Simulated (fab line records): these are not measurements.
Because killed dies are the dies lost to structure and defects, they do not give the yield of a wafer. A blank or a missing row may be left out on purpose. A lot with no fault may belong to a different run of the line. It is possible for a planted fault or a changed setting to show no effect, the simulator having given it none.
Chamber matching | flow nand-harc | pecvd-04 running NHARC_A_STAIRCASE_DEP_259: 3 sister chambers
The step deposits SiON, target thk 30 nm. 3 wafers are shown with their chamber, then 8 later ones without.

== WAFERS, EACH WITH ITS CHAMBER ==
wafer  | chamber | heater-power-outer-w (W)
L080.1 | 2       | 369
L080.2 | 1       | 604
L083.2 | 0       | 475

== WAFERS MISSING THEIR CHAMBER ==
wafer  | heater-power-outer-w (W)
L083.3 | 311
L083.5 | 321
L090.2 | 510
L090.3 | 460
L090.6 | 517
L096.3 | 429
L096.5 | 578
L096.6 | 417

== EACH ONE'S CHAMBER ==
wafer  | from the rows above     | in truth
L083.3 | 2                       | 2
L083.5 | 2                       | 2
L090.2 | can't be placed: 0 or 1 | 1
L090.3 | can't be placed: 0 or 2 | 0
L090.6 | can't be placed: 0 or 1 | 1
L096.3 | can't be placed: 0 or 2 | 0
L096.5 | can't be placed: 1 or 0 | 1
L096.6 | can't be placed: 2 or 0 | 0
Placed correctly: 2 of 8. Unplaceable from these rows: 6, with the true chamber sitting among the candidates in 6. Placed wrongly: 0.
How it was worked out, from the rows above alone: a wafer's distance from a chamber is the root of the sum, over the readings, of the square of ((its reading less the chamber's mean) divided by the reading's scatter). If the next closest chamber is less than 2 further off than the closest, the wafer can't be placed; otherwise it belongs to the closest. The mean given for a chamber averages the wafers shown for that chamber. The scatter: with one shown wafer a chamber, the root of the mean of the squares of how far each hidden wafer lies from its nearest shown one.
